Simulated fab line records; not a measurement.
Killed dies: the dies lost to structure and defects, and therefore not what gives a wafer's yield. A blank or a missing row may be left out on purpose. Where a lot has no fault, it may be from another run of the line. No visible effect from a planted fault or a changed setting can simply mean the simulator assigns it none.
Lot-split experiment / flow n5_finfet / 21 wafers read from 7 lots, route of 1938 steps

## THE SPLIT
At N5_BEOL_M7_ILD_DEP_00 (deposits SiCOH lowk from DEMS/porogen, target thk 179.75 nm, time 33.4 s), the setting time_s was moved away from the recipe's 33.4 s on 11 of the 21 wafers read, by -11.7% to +14.7%. The other wafers ran this setting at the recipe's value.

## FROM THE SPLIT ON TO THE READING: in between, the file shows 1 step
- N5_BEOL_M7_CURE_74: cures SiCOH lowk, time 240 s

## THE READING
M7_ILD_THK in nanometres, read at N5_BEOL_M7_THK_MEAS_01. A value of 155.1 nm with a standard deviation of 1.9 nm is what fault-free wafers of this fab line usually give.

wafer=L075.1; tool, chamber at the split=pecvd-04, 1; time_s as run, s=35.47; against the recipe=+6.2%; M7_ILD_THK, nm=164.4; against lot-mates on the recipe=+7.0
wafer=L075.4; tool, chamber at the split=pecvd-04, 1; time_s as run, s=35.47; against the recipe=+6.2%; M7_ILD_THK, nm=166.9; against lot-mates on the recipe=+9.5
wafer=L075.5; tool, chamber at the split=pecvd-04, 2; time_s as run, s=33.4; against the recipe=recipe; M7_ILD_THK, nm=157.4; against lot-mates on the recipe=-
wafer=L079.4; tool, chamber at the split=pecvd-04, 1; time_s as run, s=33.4; against the recipe=recipe; M7_ILD_THK, nm=157.4; against lot-mates on the recipe=-
wafer=L079.5; tool, chamber at the split=pecvd-04, 1; time_s as run, s=33.4; against the recipe=recipe; M7_ILD_THK, nm=157.4; against lot-mates on the recipe=-
wafer=L079.6; tool, chamber at the split=pecvd-04, 0; time_s as run, s=33.4; against the recipe=recipe; M7_ILD_THK, nm=155.6; against lot-mates on the recipe=-
wafer=L085.2; tool, chamber at the split=pecvd-03, 0; time_s as run, s=33.4; against the recipe=recipe; M7_ILD_THK, nm=156.1; against lot-mates on the recipe=-
wafer=L085.3; tool, chamber at the split=pecvd-03, 2; time_s as run, s=29.5; against the recipe=-11.7%; M7_ILD_THK, nm=137.3; against lot-mates on the recipe=-18.8
wafer=L085.6; tool, chamber at the split=pecvd-03, 0; time_s as run, s=29.5; against the recipe=-11.7%; M7_ILD_THK, nm=140.9; against lot-mates on the recipe=-15.2
wafer=L092.2; tool, chamber at the split=pecvd-03, 0; time_s as run, s=38.3; against the recipe=+14.7%; M7_ILD_THK, nm=174.9; against lot-mates on the recipe=+20.0
wafer=L092.3; tool, chamber at the split=pecvd-03, 2; time_s as run, s=38.3; against the recipe=+14.7%; M7_ILD_THK, nm=175.2; against lot-mates on the recipe=+20.3
wafer=L092.4; tool, chamber at the split=pecvd-03, 2; time_s as run, s=33.4; against the recipe=recipe; M7_ILD_THK, nm=154.9; against lot-mates on the recipe=-
wafer=L093.4; tool, chamber at the split=pecvd-03, 0; time_s as run, s=36.04; against the recipe=+7.9%; M7_ILD_THK, nm=168.9; against lot-mates on the recipe=no lot-mate on the recipe
wafer=L093.5; tool, chamber at the split=pecvd-03, 1; time_s as run, s=36.04; against the recipe=+7.9%; M7_ILD_THK, nm=169.8; against lot-mates on the recipe=no lot-mate on the recipe
wafer=L093.6; tool, chamber at the split=pecvd-03, 2; time_s as run, s=36.04; against the recipe=+7.9%; M7_ILD_THK, nm=170.3; against lot-mates on the recipe=no lot-mate on the recipe
wafer=L095.1; tool, chamber at the split=pecvd-03, 1; time_s as run, s=33.4; against the recipe=recipe; M7_ILD_THK, nm=153.3; against lot-mates on the recipe=-
wafer=L095.4; tool, chamber at the split=pecvd-03, 2; time_s as run, s=33.4; against the recipe=recipe; M7_ILD_THK, nm=156.1; against lot-mates on the recipe=-
wafer=L095.5; tool, chamber at the split=pecvd-03, 1; time_s as run, s=33.4; against the recipe=recipe; M7_ILD_THK, nm=154.8; against lot-mates on the recipe=-
wafer=L097.2; tool, chamber at the split=pecvd-01, 2; time_s as run, s=29.8; against the recipe=-10.8%; M7_ILD_THK, nm=133.2; against lot-mates on the recipe=-20.1
wafer=L097.3; tool, chamber at the split=pecvd-01, 1; time_s as run, s=29.8; against the recipe=-10.8%; M7_ILD_THK, nm=135.2; against lot-mates on the recipe=-18.1
wafer=L097.5; tool, chamber at the split=pecvd-01, 1; time_s as run, s=33.4; against the recipe=recipe; M7_ILD_THK, nm=153.3; against lot-mates on the recipe=-

FIT RESULTS
A straight line over all 21 wafers: M7_ILD_THK changes by +1.57 nm for each +1% of time_s; r = +0.98; the points scatter about the line by 2.4 nm.
The same after taking each lot's own level away (the mean of its wafers on the recipe; 18 wafers): +1.48 nm for each +1%; r = +0.99; scatter 1.5 nm.
According to that fit, moving time_s by its largest amount changes the reading by 22 nm.
From 153.30 to 157.40 nm: that is the span of the lots' own levels, equal to 2.2 times the standard deviation above.
Consequently the slope shifts little with the lot-to-lot level, the two slopes agreeing.
Check: +21.6 nm against its lot-mates is what the line predicts for one of the wafers moved furthest among these (+14.7%) when that wafer is left out of the fit. Against them it came out at +20 nm.

## OTHER SPLITS APPLIED TO THESE WAFERS
These wafers also went through other splits before the reading. Each is held against what the fit with the lots' levels taken away leaves over:
other split on the same wafers=N5_BEOL_M3_TRENCH_ETCH_37 bias_w; wafers away from the commonest value=7; r with M7_ILD_THK (lot level and that fit taken away)=+0.33
other split on the same wafers=N5_BEOL_M4_COAT_73 spin_rpm; wafers away from the commonest value=6; r with M7_ILD_THK (lot level and that fit taken away)=+0.05
other split on the same wafers=N5_BEOL_M4_TRENCH_ETCH_37 time_s; wafers away from the commonest value=7; r with M7_ILD_THK (lot level and that fit taken away)=+0.05
other split on the same wafers=N5_BEOL_M4_SURFACE_TREAT_85 time_s; wafers away from the commonest value=as run: not given for these wafers; r with M7_ILD_THK (lot level and that fit taken away)=-
other split on the same wafers=N5_BEOL_M5_VIA_ETCH_34 bias_w; wafers away from the commonest value=6; r with M7_ILD_THK (lot level and that fit taken away)=-0.29
other split on the same wafers=N5_BEOL_M5_ETCH_41 source_w; wafers away from the commonest value=4; r with M7_ILD_THK (lot level and that fit taken away)=-0.10
other split on the same wafers=N5_BEOL_M6_COAT_22 spin_rpm; wafers away from the commonest value=6; r with M7_ILD_THK (lot level and that fit taken away)=+0.19

## THE WHOLE CHAIN: every reading that the file lists as answering this split, in the file's order
step=N5_BEOL_M7_ILD_DEP_00; what it does=deposits SiCOH lowk from DEMS/porogen, target thk 179.75 nm, time 33.4 s; reading=SiCOH_lowk_of_BEOL_M7_ILD_DEP_00.thk_nm (the simulator's own value, which no gauge read); change (the file's fit)=+1.7 nm for each +1% of the setting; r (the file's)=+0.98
step=N5_BEOL_M7_CURE_74; what it does=cures SiCOH lowk, time 240 s; reading=SiCOH_lowk_of_BEOL_M7_ILD_DEP_00.thk_nm (the simulator's own value, which no gauge read); change (the file's fit)=+1.48 nm for each +1% of the setting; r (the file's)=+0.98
step=N5_BEOL_M7_THK_MEAS_01; what it does=; reading=M7_ILD_THK; change (the file's fit)=+1.48 for each +1% of the setting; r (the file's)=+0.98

## FILE'S OWN FIT
M7_ILD_THK changes by +1.48 nm for each +1% of time_s, r = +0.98.
